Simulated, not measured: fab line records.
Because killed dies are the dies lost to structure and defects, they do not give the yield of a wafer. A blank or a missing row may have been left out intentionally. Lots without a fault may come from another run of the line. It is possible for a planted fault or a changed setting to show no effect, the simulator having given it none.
Chamber matching | flow n5Finfet | N5_BEOL_M8_CURE_74 on uvCure-03 has 3 sister chambers
The step cures SiCOH lowk, time 240 s. 14 wafers are shown with their chamber, then 7 later ones without.

WAFERS, EACH WITH ITS CHAMBER
wafer  | chamber | wafer_temp_C_max | lampPowerPct (%)
L075.1 | 2       | 387.5            | 52.27
L075.4 | 2       | 387.5            | 52.35
L075.5 | 2       | 387.7            | 52.39
L082.2 | 0       | 385.7            | 52.20
L082.3 | 0       | 385.7            | 52.26
L082.6 | 0       | 386.6            | 52.34
L091.4 | 1       | 388.6            | 52.39
L091.5 | 1       | 387.9            | 52.22
L091.6 | 1       | 388.0            | 52.39
L095.2 | 1       | 387.8            | 52.37
L095.4 | 1       | 387.3            | 52.30
L095.5 | 1       | 389.3            | 52.29
L094.1 | 2       | 387.3            | 52.33
L094.3 | 2       | 388.1            | 52.34

SIGNATURES, as means of the wafers listed above
reading          | chamber 0 | chamber 1 | chamber 2 | scatter within a chamber
wafer_temp_C_max | 386.000   | 388.150   | 387.620   | 0.553
lampPowerPct     | 52.2667   | 52.3267   | 52.3360   | 0.0608
Rule: for each reading, subtract the chamber's mean from the wafer's reading, divide by that reading's scatter and square the result; add these up over the readings and take the root, which gives the wafer's distance from the chamber. If the next closest chamber is less than 2 further off than the closest, the wafer can't be placed; otherwise it belongs to the closest. The scatter: take each reading less its chamber's mean, square it, sum over the shown wafers, divide by the number of wafers less the number of chambers, and take the root.

WAFERS WITH NO CHAMBER GIVEN
wafer  | wafer_temp_C_max | lampPowerPct (%)
L094.6 | 387.4            | 52.28
L096.1 | 386.6            | 52.34
L096.4 | 386.0            | 52.26
L096.5 | 386.5            | 52.35
L097.1 | 387.7            | 52.41
L097.4 | 388.8            | 52.31
L097.6 | 388.1            | 52.26

WHICH CHAMBER EACH ONE RAN IN
wafer  | from the rows above          | in truth
L094.6 | can't be placed: 2 or 1 or 0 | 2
L096.1 | can't be placed: 0 or 2 or 1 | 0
L096.4 | 0                            | 0
L096.5 | can't be placed: 0 or 2 or 1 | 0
L097.1 | can't be placed: 2 or 1      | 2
L097.4 | can't be placed: 1 or 2      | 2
L097.6 | can't be placed: 1 or 2      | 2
Placed correctly: 1 of 7. From these rows, 6 cannot be placed; in 6 the true chamber is one of the candidates. 0 placed wrongly.
